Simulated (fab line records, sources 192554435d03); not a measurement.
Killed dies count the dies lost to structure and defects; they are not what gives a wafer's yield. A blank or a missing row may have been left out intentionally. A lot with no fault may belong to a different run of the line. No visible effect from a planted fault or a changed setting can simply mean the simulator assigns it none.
Matching of chambers	flow n5_finfet	N5_BEOL_M7_STRIP_67 on rie_diel-02 has 4 sister chambers
The step strips in CF4. 8 wafers are shown with their chamber, then 7 later ones without.

## WAFERS PAIRED WITH THEIR CHAMBERS
wafer	chamber	showerhead_plenum_p_Torr (Torr)	throttle_valve_pct (%)
L074.3	0	1.84	13.76
L074.6	1	1.74	13.52
L078.3	0	1.84	13.79
L084.6	2	1.70	13.87
L085.2	2	1.69	13.86
L085.6	3	1.74	13.69
L088.4	1	1.73	13.58
L088.5	3	1.73	13.72

## WAFERS WITH NO CHAMBER GIVEN
wafer	showerhead_plenum_p_Torr (Torr)	throttle_valve_pct (%)
L088.6	1.69	13.88
L089.3	1.73	13.58
L089.4	1.73	13.60
L089.5	1.73	13.72
L095.2	1.73	13.60
L095.3	1.73	13.73
L095.4	1.83	13.27

## WHICH CHAMBER EACH ONE RAN IN
wafer	from the rows above	in truth
L088.6	2	2
L089.3	1	1
L089.4	1	1
L089.5	3	3
L095.2	1	1
L095.3	3	3
L095.4	can't be placed: 1 or 0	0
Correctly placed: 6 of 7. Cannot be placed on the basis of these rows: 1; the candidates contain the true chamber in 1. Placed wrongly: 0.
How it was worked out, from the rows above alone: a wafer's distance from a chamber is the root of the sum, over the readings, of the square of ((its reading less the chamber's mean) divided by the reading's scatter). The wafer belongs to the nearest chamber; if the next one is less than 2 further off, it can't be placed. Each chamber's mean is taken over the wafers shown for it. How the scatter is found: for the shown wafers, subtract from each reading the mean of its chamber, square and add these, divide the total by (wafers less chambers), then take the root.
